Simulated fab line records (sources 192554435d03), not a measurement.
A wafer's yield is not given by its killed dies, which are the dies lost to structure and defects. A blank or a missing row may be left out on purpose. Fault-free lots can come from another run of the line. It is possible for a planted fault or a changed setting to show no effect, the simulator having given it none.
The tool behind it: which one? || flow n5 finfet || 24 lots, 72 wafers sampled, at 6 steps of a route of 1938

== WHAT THE GAUGES SHOWED, per wafer ==
N5_BEOL_M14_CD_MEAS_17: target cd 250 nm.
{"lot": "L074", "measured": "day 11 22:17", "on": "cd sem-02", "cd nm (nm)": "245.4 250.1 252.1"}
{"lot": "L076", "measured": "day 12 13:52", "on": "cd sem-02", "cd nm (nm)": "252.4 249.5 250.9"}
{"lot": "L075", "measured": "day 12 14:13", "on": "cd sem-01", "cd nm (nm)": "252.2 252.4 252.9"}
{"lot": "L077", "measured": "day 12 23:40", "on": "cd sem-01", "cd nm (nm)": "254.0 254.1 252.6"}
{"lot": "L079", "measured": "day 12 23:53", "on": "cd sem-02", "cd nm (nm)": "249.4 252.6 250.9"}
{"lot": "L078", "measured": "day 13 05:01", "on": "cd sem-02", "cd nm (nm)": "249.8 253.6 249.4"}
{"lot": "L080", "measured": "day 13 07:54", "on": "cd sem-01", "cd nm (nm)": "253.1 252.8 255.3"}
{"lot": "L081", "measured": "day 13 08:49", "on": "cd sem-01", "cd nm (nm)": "256.0 251.5 253.0"}
{"lot": "L083", "measured": "day 14 04:58", "on": "cd sem-02", "cd nm (nm)": "248.8 248.8 254.4"}
{"lot": "L082", "measured": "day 14 09:37", "on": "cd sem-02", "cd nm (nm)": "247.5 247.7 251.2"}
{"lot": "L084", "measured": "day 14 11:17", "on": "cd sem-01", "cd nm (nm)": "249.8 250.0 252.4"}
{"lot": "L086", "measured": "day 15 01:13", "on": "cd sem-02", "cd nm (nm)": "251.6 247.6 252.1"}
{"lot": "L088", "measured": "day 15 13:01", "on": "cd sem-01", "cd nm (nm)": "251.3 251.9 248.4"}
{"lot": "L085", "measured": "day 15 14:20", "on": "cd sem-02", "cd nm (nm)": "249.9 246.9 248.8"}
{"lot": "L087", "measured": "day 15 14:50", "on": "cd sem-02", "cd nm (nm)": "247.9 248.0 250.5"}
{"lot": "L090", "measured": "day 16 03:44", "on": "cd sem-02", "cd nm (nm)": "253.0 251.2 249.3"}
{"lot": "L091", "measured": "day 16 12:25", "on": "cd sem-01", "cd nm (nm)": "259.9 246.9 247.7"}
{"lot": "L089", "measured": "day 16 19:56", "on": "cd sem-02", "cd nm (nm)": "249.6 248.9 250.2"}
{"lot": "L093", "measured": "day 17 01:49", "on": "cd sem-01", "cd nm (nm)": "252.2 253.4 258.1"}
{"lot": "L092", "measured": "day 17 07:26", "on": "cd sem-02", "cd nm (nm)": "246.9 253.1 250.7"}
{"lot": "L096", "measured": "day 17 19:07", "on": "cd sem-01", "cd nm (nm)": "248.5 251.6 250.3"}
{"lot": "L094", "measured": "day 17 19:35", "on": "cd sem-01", "cd nm (nm)": "250.3 249.4 248.6"}
{"lot": "L095", "measured": "day 17 19:54", "on": "cd sem-02", "cd nm (nm)": "254.4 249.6 255.0"}
{"lot": "L097", "measured": "day 18 13:36", "on": "cd sem-03", "cd nm (nm)": "249.0 250.6 251.0"}

N5_BEOL_M14_INSPECT_30: inspects for defects (macro).
{"lot": "L074", "measured": "day 11 22:48", "on": "defect inspect-02", "raw defect count": "3 2 1"}
{"lot": "L076", "measured": "day 12 14:22", "on": "defect inspect-02", "raw defect count": "0 2 1"}
{"lot": "L075", "measured": "day 12 14:36", "on": "defect inspect-02", "raw defect count": "2 1 1"}
{"lot": "L077", "measured": "day 13 00:10", "on": "defect inspect-02", "raw defect count": "5 4 3"}
{"lot": "L079", "measured": "day 13 00:16", "on": "defect inspect-01", "raw defect count": "0 3 4"}
{"lot": "L078", "measured": "day 13 05:26", "on": "defect inspect-01", "raw defect count": "2 1 2"}
{"lot": "L080", "measured": "day 13 08:16", "on": "defect inspect-01", "raw defect count": "2 3 1"}
{"lot": "L081", "measured": "day 13 09:12", "on": "defect inspect-01", "raw defect count": "5 4 3"}
{"lot": "L083", "measured": "day 14 05:28", "on": "defect inspect-02", "raw defect count": "4 3 1"}
{"lot": "L082", "measured": "day 14 10:08", "on": "defect inspect-02", "raw defect count": "5 3 2"}
{"lot": "L084", "measured": "day 14 11:48", "on": "defect inspect-02", "raw defect count": "2 2 3"}
{"lot": "L086", "measured": "day 15 01:36", "on": "defect inspect-01", "raw defect count": "2 3 0"}
{"lot": "L088", "measured": "day 15 13:31", "on": "defect inspect-02", "raw defect count": "3 3 1"}
{"lot": "L085", "measured": "day 15 14:43", "on": "defect inspect-01", "raw defect count": "2 3 1"}
{"lot": "L087", "measured": "day 15 20:38", "on": "defect inspect-02", "raw defect count": "2 4 4"}
{"lot": "L090", "measured": "day 16 04:07", "on": "defect inspect-02", "raw defect count": "2 2 3"}
{"lot": "L091", "measured": "day 16 12:48", "on": "defect inspect-01", "raw defect count": "2 3 0"}
{"lot": "L089", "measured": "day 16 20:19", "on": "defect inspect-02", "raw defect count": "1 1 5"}
{"lot": "L093", "measured": "day 17 02:12", "on": "defect inspect-02", "raw defect count": "4 3 3"}
{"lot": "L092", "measured": "day 17 07:56", "on": "defect inspect-02", "raw defect count": "2 1 2"}
{"lot": "L096", "measured": "day 17 19:37", "on": "defect inspect-01", "raw defect count": "3 2 3"}
{"lot": "L094", "measured": "day 17 19:58", "on": "defect inspect-01", "raw defect count": "3 1 4"}
{"lot": "L095", "measured": "day 17 20:25", "on": "defect inspect-01", "raw defect count": "3 3 1"}
{"lot": "L097", "measured": "day 18 14:06", "on": "defect inspect-01", "raw defect count": "5 2 4"}

N5_MIM_TOP_LITHO_OVL_MEAS_11.
{"lot": "L074", "measured": "day 12 12:27", "on": "overlay-02", "MIM_TOP_OVL (nm)": "4 3 2"}
{"lot": "L076", "measured": "day 13 06:24", "on": "overlay-02", "MIM_TOP_OVL (nm)": "0 6 0"}
{"lot": "L075", "measured": "day 13 06:13", "on": "overlay-02", "MIM_TOP_OVL (nm)": "5 0 6"}
{"lot": "L077", "measured": "day 14 00:22", "on": "overlay-02", "MIM_TOP_OVL (nm)": "-2 -4 -5"}
{"lot": "L079", "measured": "day 13 15:01", "on": "overlay-02", "MIM_TOP_OVL (nm)": "5 -8 0"}
{"lot": "L078", "measured": "day 14 00:14", "on": "overlay-02", "MIM_TOP_OVL (nm)": "2 2 -4"}
{"lot": "L080", "measured": "day 14 03:26", "on": "overlay-02", "MIM_TOP_OVL (nm)": "-8 3 -3"}
{"lot": "L081", "measured": "day 14 05:40", "on": "overlay-02", "MIM_TOP_OVL (nm)": "5 4 3"}
{"lot": "L083", "measured": "day 14 21:43", "on": "overlay-02", "MIM_TOP_OVL (nm)": "-2 -5 1"}
{"lot": "L082", "measured": "day 15 03:46", "on": "overlay-02", "MIM_TOP_OVL (nm)": "2 3 0"}
{"lot": "L084", "measured": "day 15 04:32", "on": "overlay-02", "MIM_TOP_OVL (nm)": "-2 3 11"}
{"lot": "L086", "measured": "day 15 16:44", "on": "overlay-02", "MIM_TOP_OVL (nm)": "0 5 6"}
{"lot": "L088", "measured": "day 16 04:29", "on": "overlay-02", "MIM_TOP_OVL (nm)": "6 4 4"}
{"lot": "L085", "measured": "day 16 08:32", "on": "overlay-02", "MIM_TOP_OVL (nm)": "7 8 8"}
{"lot": "L087", "measured": "day 16 16:55", "on": "overlay-02", "MIM_TOP_OVL (nm)": "4 11 5"}
{"lot": "L090", "measured": "day 16 23:29", "on": "overlay-02", "MIM_TOP_OVL (nm)": "-6 5 -8"}
{"lot": "L091", "measured": "day 17 06:22", "on": "overlay-02", "MIM_TOP_OVL (nm)": "0 6 7"}
{"lot": "L089", "measured": "day 17 16:05", "on": "overlay-02", "MIM_TOP_OVL (nm)": "8 7 3"}
{"lot": "L093", "measured": "day 17 16:52", "on": "overlay-02", "MIM_TOP_OVL (nm)": "4 3 1"}
{"lot": "L092", "measured": "day 17 22:08", "on": "overlay-01", "MIM_TOP_OVL (nm)": "7 6 3"}
{"lot": "L096", "measured": "day 18 09:36", "on": "overlay-02", "MIM_TOP_OVL (nm)": "-5 -9 -8"}
{"lot": "L094", "measured": "day 18 09:46", "on": "overlay-02", "MIM_TOP_OVL (nm)": "-1 1 -7"}
{"lot": "L095", "measured": "day 18 10:08", "on": "overlay-01", "MIM_TOP_OVL (nm)": "-1 1 1"}
{"lot": "L097", "measured": "day 19 05:41", "on": "overlay-02", "MIM_TOP_OVL (nm)": "3 10 7"}

== WHAT TOOL EACH LOT RAN ON (gives the tool, then ch and the chambers of the sampled wafers, and finally the start) ==
{"lot": "L074", "N5_BEOL_M13_SPUTTER_45": "pvd sputter-01, day 11 20:12", "N5_BEOL_M15_DESCUM_15": "rie diel-04 ch 2,3, day 12 03:10", "N5_BEOL_M15_DESCUM_33": "rie diel-04 ch 0,2,3, day 12 04:41"}
{"lot": "L076", "N5_BEOL_M13_SPUTTER_45": "pvd sputter-03, day 12 11:40", "N5_BEOL_M15_DESCUM_15": "rie diel-04 ch 2,3, day 12 22:25", "N5_BEOL_M15_DESCUM_33": "rie diel-04 ch 2,3, day 13 00:25"}
{"lot": "L075", "N5_BEOL_M13_SPUTTER_45": "pvd sputter-01, day 12 11:40", "N5_BEOL_M15_DESCUM_15": "rie diel-04 ch 0,1, day 12 21:11", "N5_BEOL_M15_DESCUM_33": "rie diel-01 ch 2,3, day 12 23:49"}
{"lot": "L077", "N5_BEOL_M13_SPUTTER_45": "pvd sputter-01, day 12 20:07", "N5_BEOL_M15_DESCUM_15": "rie diel-04 ch 1,3, day 13 04:46", "N5_BEOL_M15_DESCUM_33": "rie diel-04 ch 0,1,3, day 13 06:38"}
{"lot": "L079", "N5_BEOL_M13_SPUTTER_45": "pvd sputter-03, day 12 20:22", "N5_BEOL_M15_DESCUM_15": "rie diel-03 ch 0,2,3, day 13 04:23", "N5_BEOL_M15_DESCUM_33": "rie diel-01 ch 1,2,3, day 13 06:25"}
{"lot": "L078", "N5_BEOL_M13_SPUTTER_45": "pvd sputter-03, day 13 02:47", "N5_BEOL_M15_DESCUM_15": "rie diel-01 ch 1,2,3, day 13 10:49", "N5_BEOL_M15_DESCUM_33": "rie diel-01 ch 0,1,3, day 13 12:17"}
{"lot": "L080", "N5_BEOL_M13_SPUTTER_45": "pvd sputter-01, day 13 05:28", "N5_BEOL_M15_DESCUM_15": "rie diel-01 ch 0,1,2, day 13 16:41", "N5_BEOL_M15_DESCUM_33": "rie diel-01 ch 1,2, day 13 18:11"}
{"lot": "L081", "N5_BEOL_M13_SPUTTER_45": "pvd sputter-03, day 13 06:05", "N5_BEOL_M15_DESCUM_15": "rie diel-01 ch 1,3, day 13 17:46", "N5_BEOL_M15_DESCUM_33": "rie diel-01 ch 0,1, day 13 19:25"}
{"lot": "L083", "N5_BEOL_M13_SPUTTER_45": "pvd sputter-03, day 14 02:53", "N5_BEOL_M15_DESCUM_15": "rie diel-04 ch 0,2, day 14 09:46", "N5_BEOL_M15_DESCUM_33": "rie diel-01 ch 0,1,2, day 14 11:43"}
{"lot": "L082", "N5_BEOL_M13_SPUTTER_45": "pvd sputter-02, day 14 07:22", "N5_BEOL_M15_DESCUM_15": "rie diel-04 ch 0,1,3, day 14 18:58", "N5_BEOL_M15_DESCUM_33": "rie diel-03 ch 1,2,3, day 14 21:12"}
{"lot": "L084", "N5_BEOL_M13_SPUTTER_45": "pvd sputter-02, day 14 08:05", "N5_BEOL_M15_DESCUM_15": "rie diel-01 ch 1,2, day 14 19:55", "N5_BEOL_M15_DESCUM_33": "rie diel-01 ch 0,1, day 14 21:46"}
{"lot": "L086", "N5_BEOL_M13_SPUTTER_45": "pvd sputter-01, day 14 22:26", "N5_BEOL_M15_DESCUM_15": "rie diel-01 ch 0,1,2, day 15 06:11", "N5_BEOL_M15_DESCUM_33": "rie diel-04 ch 0,2,3, day 15 08:41"}
{"lot": "L088", "N5_BEOL_M13_SPUTTER_45": "pvd sputter-03, day 15 10:38", "N5_BEOL_M15_DESCUM_15": "rie diel-04 ch 0,2,3, day 15 18:55", "N5_BEOL_M15_DESCUM_33": "rie diel-03 ch 0,2, day 15 20:29"}
{"lot": "L085", "N5_BEOL_M13_SPUTTER_45": "pvd sputter-03, day 15 11:43", "N5_BEOL_M15_DESCUM_15": "rie diel-01 ch 0,2, day 15 20:20", "N5_BEOL_M15_DESCUM_33": "rie diel-01 ch 1,2,3, day 15 21:47"}
{"lot": "L087", "N5_BEOL_M13_SPUTTER_45": "pvd sputter-03, day 15 12:20", "N5_BEOL_M15_DESCUM_15": "rie diel-01 ch 0,2,3, day 16 04:49", "N5_BEOL_M15_DESCUM_33": "rie diel-01 ch 0,1,3, day 16 06:24"}
{"lot": "L090", "N5_BEOL_M13_SPUTTER_45": "pvd sputter-01, day 16 00:34", "N5_BEOL_M15_DESCUM_15": "rie diel-01 ch 2,3, day 16 12:58", "N5_BEOL_M15_DESCUM_33": "rie diel-03 ch 1,2,3, day 16 14:25"}
{"lot": "L091", "N5_BEOL_M13_SPUTTER_45": "pvd sputter-03, day 16 10:13", "N5_BEOL_M15_DESCUM_15": "rie diel-04 ch 0,1,3, day 16 18:21", "N5_BEOL_M15_DESCUM_33": "rie diel-04 ch 1,2,3, day 16 19:56"}
{"lot": "L089", "N5_BEOL_M13_SPUTTER_45": "pvd sputter-02, day 16 17:11", "N5_BEOL_M15_DESCUM_15": "rie diel-04 ch 0,3, day 17 02:43", "N5_BEOL_M15_DESCUM_33": "rie diel-03 ch 1,3, day 17 04:10"}
{"lot": "L093", "N5_BEOL_M13_SPUTTER_45": "pvd sputter-01, day 16 23:44", "N5_BEOL_M15_DESCUM_15": "rie diel-01 ch 0,2,3, day 17 07:13", "N5_BEOL_M15_DESCUM_33": "rie diel-01 ch 2,3, day 17 08:43"}
{"lot": "L092", "N5_BEOL_M13_SPUTTER_45": "pvd sputter-01, day 17 05:01", "N5_BEOL_M15_DESCUM_15": "rie diel-01 ch 0,2, day 17 13:58", "N5_BEOL_M15_DESCUM_33": "rie diel-01 ch 0,1, day 17 15:25"}
{"lot": "L096", "N5_BEOL_M13_SPUTTER_45": "pvd sputter-02, day 17 15:55", "N5_BEOL_M15_DESCUM_15": "rie diel-03 ch 0,2,3, day 18 00:10", "N5_BEOL_M15_DESCUM_33": "rie diel-03 ch 0,2,3, day 18 02:09"}
{"lot": "L094", "N5_BEOL_M13_SPUTTER_45": "pvd sputter-01, day 17 16:01", "N5_BEOL_M15_DESCUM_15": "rie diel-03 ch 2,3, day 18 00:56", "N5_BEOL_M15_DESCUM_33": "rie diel-03 ch 2,3, day 18 02:38"}
{"lot": "L095", "N5_BEOL_M13_SPUTTER_45": "pvd sputter-03, day 17 16:26", "N5_BEOL_M15_DESCUM_15": "rie diel-01 ch 0,1,2, day 18 01:22", "N5_BEOL_M15_DESCUM_33": "rie diel-04 ch 0,1,2, day 18 03:19"}
{"lot": "L097", "N5_BEOL_M13_SPUTTER_45": "pvd sputter-03, day 18 11:20", "N5_BEOL_M15_DESCUM_15": "rie diel-04 ch 0,1, day 18 19:27", "N5_BEOL_M15_DESCUM_33": "rie diel-04 ch 1,2,3, day 18 21:16"}
- N5_BEOL_M13_SPUTTER_45: material Cu, target thk 80 nm, time 13.33 s.
- N5_BEOL_M15_DESCUM_15: chemistry O2, time 7.9 s.
- N5_BEOL_M15_DESCUM_33: chemistry O2, time 7.9 s.

== AS READ BY THE TOOLS THEMSELVES (means over the sampled wafers that have a number; for cases with no such wafer, the mark the record gives instead) ==
N5_BEOL_M13_SPUTTER_45.
{"lot": "L074", "tool": "pvd sputter-01", "chamber pressure pa (Pa)": 0.12997, "throttle valve pct (%)": 30.1}
{"lot": "L076", "tool": "pvd sputter-03", "chamber pressure pa (Pa)": 0.13004, "throttle valve pct (%)": 30.0}
{"lot": "L075", "tool": "pvd sputter-01", "chamber pressure pa (Pa)": 0.12980, "throttle valve pct (%)": 29.9}
{"lot": "L077", "tool": "pvd sputter-01", "chamber pressure pa (Pa)": 0.13038, "throttle valve pct (%)": 30.5}
{"lot": "L079", "tool": "pvd sputter-03", "chamber pressure pa (Pa)": 0.13051, "throttle valve pct (%)": 29.7}
{"lot": "L078", "tool": "pvd sputter-03", "chamber pressure pa (Pa)": 0.12994, "throttle valve pct (%)": 29.5}
{"lot": "L080", "tool": "pvd sputter-01", "chamber pressure pa (Pa)": 0.13015, "throttle valve pct (%)": 29.7}
{"lot": "L081", "tool": "pvd sputter-03", "chamber pressure pa (Pa)": 0.13005, "throttle valve pct (%)": 30.0}
{"lot": "L083", "tool": "pvd sputter-03", "chamber pressure pa (Pa)": 0.13008, "throttle valve pct (%)": 30.0}
{"lot": "L082", "tool": "pvd sputter-02", "chamber pressure pa (Pa)": 0.13013, "throttle valve pct (%)": 30.0}
{"lot": "L084", "tool": "pvd sputter-02", "chamber pressure pa (Pa)": 0.12988, "throttle valve pct (%)": 30.9}
{"lot": "L086", "tool": "pvd sputter-01", "chamber pressure pa (Pa)": 0.12994, "throttle valve pct (%)": 30.0}
{"lot": "L088", "tool": "pvd sputter-03", "chamber pressure pa (Pa)": 0.13005, "throttle valve pct (%)": 30.2}
{"lot": "L085", "tool": "pvd sputter-03", "chamber pressure pa (Pa)": 0.13009, "throttle valve pct (%)": 29.4}
{"lot": "L087", "tool": "pvd sputter-03", "chamber pressure pa (Pa)": 0.13039, "throttle valve pct (%)": 29.9}
{"lot": "L090", "tool": "pvd sputter-01", "chamber pressure pa (Pa)": 0.12988, "throttle valve pct (%)": 30.7}
{"lot": "L091", "tool": "pvd sputter-03", "chamber pressure pa (Pa)": 0.12997, "throttle valve pct (%)": 29.7}
{"lot": "L089", "tool": "pvd sputter-02", "chamber pressure pa (Pa)": 0.13017, "throttle valve pct (%)": 30.3}
{"lot": "L093", "tool": "pvd sputter-01", "chamber pressure pa (Pa)": 0.13001, "throttle valve pct (%)": 30.2}
{"lot": "L092", "tool": "pvd sputter-01", "chamber pressure pa (Pa)": 0.12985, "throttle valve pct (%)": 30.4}
{"lot": "L096", "tool": "pvd sputter-02", "chamber pressure pa (Pa)": 0.12973, "throttle valve pct (%)": 30.7}
{"lot": "L094", "tool": "pvd sputter-01", "chamber pressure pa (Pa)": 0.12995, "throttle valve pct (%)": 30.5}
{"lot": "L095", "tool": "pvd sputter-03", "chamber pressure pa (Pa)": 0.13004, "throttle valve pct (%)": 29.9}
{"lot": "L097", "tool": "pvd sputter-03", "chamber pressure pa (Pa)": 0.13015, "throttle valve pct (%)": 29.9}

N5_BEOL_M15_DESCUM_15.
{"lot": "L074", "tool": "rie diel-04", "drypump motor current A (A)": 5.3, "oes product au (a.u.)": 0.70, "rf vpp V (V)": 242.3, "showerhead plenum p Torr (Torr)": 2.00, "throttle valve pct (%)": 20.48}
{"lot": "L076", "tool": "rie diel-04", "drypump motor current A (A)": 5.8, "oes product au (a.u.)": 0.71, "rf vpp V (V)": 242.4, "showerhead plenum p Torr (Torr)": 2.03, "throttle valve pct (%)": 20.53}
{"lot": "L075", "tool": "rie diel-04", "drypump motor current A (A)": 5.4, "oes product au (a.u.)": 0.82, "rf vpp V (V)": 242.2, "showerhead plenum p Torr (Torr)": 2.09, "throttle valve pct (%)": 20.40}
{"lot": "L077", "tool": "rie diel-04", "drypump motor current A (A)": 6.1, "oes product au (a.u.)": 0.74, "rf vpp V (V)": 243.1, "showerhead plenum p Torr (Torr)": 2.07, "throttle valve pct (%)": 20.58}
{"lot": "L079", "tool": "rie diel-03", "drypump motor current A (A)": 5.4, "oes product au (a.u.)": 0.83, "rf vpp V (V)": 243.7, "showerhead plenum p Torr (Torr)": 2.11, "throttle valve pct (%)": 20.35}
{"lot": "L078", "tool": "rie diel-01", "drypump motor current A (A)": 5.4, "oes product au (a.u.)": 0.81, "rf vpp V (V)": 241.8, "showerhead plenum p Torr (Torr)": 2.05, "throttle valve pct (%)": 20.43}
{"lot": "L080", "tool": "rie diel-01", "drypump motor current A (A)": 5.3, "oes product au (a.u.)": 0.82, "rf vpp V (V)": 242.7, "showerhead plenum p Torr (Torr)": 2.08, "throttle valve pct (%)": 20.54}
{"lot": "L081", "tool": "rie diel-01", "drypump motor current A (A)": 5.4, "oes product au (a.u.)": 0.82, "rf vpp V (V)": 242.7, "showerhead plenum p Torr (Torr)": 2.09, "throttle valve pct (%)": 20.37}
{"lot": "L083", "tool": "rie diel-04", "drypump motor current A (A)": 4.9, "oes product au (a.u.)": 0.96, "rf vpp V (V)": 245.6, "showerhead plenum p Torr (Torr)": 2.18, "throttle valve pct (%)": 20.09}
{"lot": "L082", "tool": "rie diel-04", "drypump motor current A (A)": 5.8, "oes product au (a.u.)": 0.77, "rf vpp V (V)": 242.4, "showerhead plenum p Torr (Torr)": 2.08, "throttle valve pct (%)": 20.50}
{"lot": "L084", "tool": "rie diel-01", "drypump motor current A (A)": 5.4, "oes product au (a.u.)": 0.80, "rf vpp V (V)": 241.7, "showerhead plenum p Torr (Torr)": 2.01, "throttle valve pct (%)": 20.51}
{"lot": "L086", "tool": "rie diel-01", "drypump motor current A (A)": 5.3, "oes product au (a.u.)": 0.81, "rf vpp V (V)": 242.3, "showerhead plenum p Torr (Torr)": 2.07, "throttle valve pct (%)": 20.56}
{"lot": "L088", "tool": "rie diel-04", "drypump motor current A (A)": 5.5, "oes product au (a.u.)": 0.84, "rf vpp V (V)": 243.5, "showerhead plenum p Torr (Torr)": 2.12, "throttle valve pct (%)": 20.30}
{"lot": "L085", "tool": "rie diel-01", "drypump motor current A (A)": 5.4, "oes product au (a.u.)": 0.86, "rf vpp V (V)": 244.3, "showerhead plenum p Torr (Torr)": 2.16, "throttle valve pct (%)": 20.44}
{"lot": "L087", "tool": "rie diel-01", "drypump motor current A (A)": 5.5, "oes product au (a.u.)": 0.84, "rf vpp V (V)": 243.4, "showerhead plenum p Torr (Torr)": 2.13, "throttle valve pct (%)": 20.35}
{"lot": "L090", "tool": "rie diel-01", "drypump motor current A (A)": 5.6, "oes product au (a.u.)": 0.84, "rf vpp V (V)": 243.5, "showerhead plenum p Torr (Torr)": 2.10, "throttle valve pct (%)": 20.23}
{"lot": "L091", "tool": "rie diel-04", "drypump motor current A (A)": 5.8, "oes product au (a.u.)": 0.75, "rf vpp V (V)": 242.8, "showerhead plenum p Torr (Torr)": 2.07, "throttle valve pct (%)": 20.53}
{"lot": "L089", "tool": "rie diel-04", "drypump motor current A (A)": 6.0, "oes product au (a.u.)": 0.75, "rf vpp V (V)": 243.2, "showerhead plenum p Torr (Torr)": 2.06, "throttle valve pct (%)": 20.52}
{"lot": "L093", "tool": "rie diel-01", "drypump motor current A (A)": 5.5, "oes product au (a.u.)": 0.84, "rf vpp V (V)": 243.3, "showerhead plenum p Torr (Torr)": 2.13, "throttle valve pct (%)": 20.35}
{"lot": "L092", "tool": "rie diel-01", "drypump motor current A (A)": 5.4, "oes product au (a.u.)": 0.83, "rf vpp V (V)": 243.6, "showerhead plenum p Torr (Torr)": 2.09, "throttle valve pct (%)": 20.41}
{"lot": "L096", "tool": "rie diel-03", "drypump motor current A (A)": 5.4, "oes product au (a.u.)": 0.79, "rf vpp V (V)": 243.2, "showerhead plenum p Torr (Torr)": 2.10, "throttle valve pct (%)": 20.40}
{"lot": "L094", "tool": "rie diel-03", "drypump motor current A (A)": 5.8, "oes product au (a.u.)": 0.77, "rf vpp V (V)": 242.4, "showerhead plenum p Torr (Torr)": 2.04, "throttle valve pct (%)": 20.48}
{"lot": "L095", "tool": "rie diel-01", "drypump motor current A (A)": 5.3, "oes product au (a.u.)": 0.78, "rf vpp V (V)": 242.1, "showerhead plenum p Torr (Torr)": 2.06, "throttle valve pct (%)": 20.59}
{"lot": "L097", "tool": "rie diel-04", "drypump motor current A (A)": 5.4, "oes product au (a.u.)": 0.78, "rf vpp V (V)": 243.9, "showerhead plenum p Torr (Torr)": 2.08, "throttle valve pct (%)": 20.46}

N5_BEOL_M15_DESCUM_33.
{"lot": "L074", "tool": "rie diel-04", "drypump motor current A (A)": 5.5, "oes product au (a.u.)": 0.76, "rf vpp V (V)": 242.4, "showerhead plenum p Torr (Torr)": 2.04, "throttle valve pct (%)": 20.43}
{"lot": "L076", "tool": "rie diel-04", "drypump motor current A (A)": 5.3, "oes product au (a.u.)": 0.70, "rf vpp V (V)": 242.6, "showerhead plenum p Torr (Torr)": 2.00, "throttle valve pct (%)": 20.49}
{"lot": "L075", "tool": "rie diel-01", "drypump motor current A (A)": 5.6, "oes product au (a.u.)": 0.88, "rf vpp V (V)": 243.7, "showerhead plenum p Torr (Torr)": 2.11, "throttle valve pct (%)": 20.19}
{"lot": "L077", "tool": "rie diel-04", "drypump motor current A (A)": 5.8, "oes product au (a.u.)": 0.78, "rf vpp V (V)": 242.9, "showerhead plenum p Torr (Torr)": 2.08, "throttle valve pct (%)": 20.49}
{"lot": "L079", "tool": "rie diel-01", "drypump motor current A (A)": 5.4, "oes product au (a.u.)": 0.81, "rf vpp V (V)": 242.4, "showerhead plenum p Torr (Torr)": 2.05, "throttle valve pct (%)": 20.43}
{"lot": "L078", "tool": "rie diel-01", "drypump motor current A (A)": 5.3, "oes product au (a.u.)": 0.82, "rf vpp V (V)": 243.3, "showerhead plenum p Torr (Torr)": 2.12, "throttle valve pct (%)": 20.48}
{"lot": "L080", "tool": "rie diel-01", "drypump motor current A (A)": 5.3, "oes product au (a.u.)": 0.80, "rf vpp V (V)": 241.9, "showerhead plenum p Torr (Torr)": 2.01, "throttle valve pct (%)": 20.49}
{"lot": "L081", "tool": "rie diel-01", "drypump motor current A (A)": 5.2, "oes product au (a.u.)": 0.83, "rf vpp V (V)": 243.4, "showerhead plenum p Torr (Torr)": 2.14, "throttle valve pct (%)": 20.58}
{"lot": "L083", "tool": "rie diel-01", "drypump motor current A (A)": 5.3, "oes product au (a.u.)": 0.81, "rf vpp V (V)": 241.9, "showerhead plenum p Torr (Torr)": 2.07, "throttle valve pct (%)": 20.55}
{"lot": "L082", "tool": "rie diel-03", "drypump motor current A (A)": 5.6, "oes product au (a.u.)": 0.76, "rf vpp V (V)": 243.0, "showerhead plenum p Torr (Torr)": 2.07, "throttle valve pct (%)": 20.56}
{"lot": "L084", "tool": "rie diel-01", "drypump motor current A (A)": 5.2, "oes product au (a.u.)": 0.83, "rf vpp V (V)": 244.3, "showerhead plenum p Torr (Torr)": 2.14, "throttle valve pct (%)": 20.61}
{"lot": "L086", "tool": "rie diel-04", "drypump motor current A (A)": 5.5, "oes product au (a.u.)": 0.84, "rf vpp V (V)": 244.4, "showerhead plenum p Torr (Torr)": 2.12, "throttle valve pct (%)": 20.31}
{"lot": "L088", "tool": "rie diel-03", "drypump motor current A (A)": 5.1, "oes product au (a.u.)": 0.82, "rf vpp V (V)": 243.4, "showerhead plenum p Torr (Torr)": 2.12, "throttle valve pct (%)": 20.34}
{"lot": "L085", "tool": "rie diel-01", "drypump motor current A (A)": 5.4, "oes product au (a.u.)": 0.78, "rf vpp V (V)": 243.1, "showerhead plenum p Torr (Torr)": 2.05, "throttle valve pct (%)": 20.46}
{"lot": "L087", "tool": "rie diel-01", "drypump motor current A (A)": 5.3, "oes product au (a.u.)": 0.80, "rf vpp V (V)": 243.4, "showerhead plenum p Torr (Torr)": 2.11, "throttle valve pct (%)": 20.51}
{"lot": "L090", "tool": "rie diel-03", "drypump motor current A (A)": 5.6, "oes product au (a.u.)": 0.76, "rf vpp V (V)": 242.2, "showerhead plenum p Torr (Torr)": 2.06, "throttle valve pct (%)": 20.57}
{"lot": "L091", "tool": "rie diel-04", "drypump motor current A (A)": 5.6, "oes product au (a.u.)": 0.80, "rf vpp V (V)": 243.4, "showerhead plenum p Torr (Torr)": 2.12, "throttle valve pct (%)": 20.41}
{"lot": "L089", "tool": "rie diel-03", "drypump motor current A (A)": 6.0, "oes product au (a.u.)": 0.75, "rf vpp V (V)": 242.2, "showerhead plenum p Torr (Torr)": 2.04, "throttle valve pct (%)": 20.61}
{"lot": "L093", "tool": "rie diel-01", "drypump motor current A (A)": 5.5, "oes product au (a.u.)": 0.82, "rf vpp V (V)": 242.5, "showerhead plenum p Torr (Torr)": 2.07, "throttle valve pct (%)": 20.30}
{"lot": "L092", "tool": "rie diel-01", "drypump motor current A (A)": 5.2, "oes product au (a.u.)": 0.75, "rf vpp V (V)": 242.4, "showerhead plenum p Torr (Torr)": 2.04, "throttle valve pct (%)": 20.75}
{"lot": "L096", "tool": "rie diel-03", "drypump motor current A (A)": 5.4, "oes product au (a.u.)": 0.79, "rf vpp V (V)": 243.8, "showerhead plenum p Torr (Torr)": 2.10, "throttle valve pct (%)": 20.41}
{"lot": "L094", "tool": "rie diel-03", "drypump motor current A (A)": 5.8, "oes product au (a.u.)": 0.76, "rf vpp V (V)": 243.1, "showerhead plenum p Torr (Torr)": 2.04, "throttle valve pct (%)": 20.49}
{"lot": "L095", "tool": "rie diel-04", "drypump motor current A (A)": 5.2, "oes product au (a.u.)": 0.82, "rf vpp V (V)": 243.0, "showerhead plenum p Torr (Torr)": 2.13, "throttle valve pct (%)": 20.34}
{"lot": "L097", "tool": "rie diel-04", "drypump motor current A (A)": 5.6, "oes product au (a.u.)": 0.78, "rf vpp V (V)": 244.0, "showerhead plenum p Torr (Torr)": 2.11, "throttle valve pct (%)": 20.42}

== THE ANSWER, worked out from the rows above alone ==
Rule: what is usual is taken from the lots themselves. The widest of any qualifying gaps counts: lots, ordered by their means at a reading, are off when they make up no more than a third of the lots, leave a main group of 4 or more, and stand apart from it by 3 or more times the standard deviation of that group's means. A main group is skipped when, at the precision printed for the reading in the tables above, its means are all equal. Also off: a lot with no number at a reading for which 4 or more lots have one. Where the step has rows for the other lots, those lots are counted as sound. First the gauges in route order, then the tools' own readings, where a lot's mean is used as printed above. At the first step where some lot is off, the reading lying furthest off is the one used; lots without a number count as furthest.
None of the lots is off at any reading shown; this tells nothing.

== WHAT HAD BEEN PUT IN BY THE SIMULATOR ==
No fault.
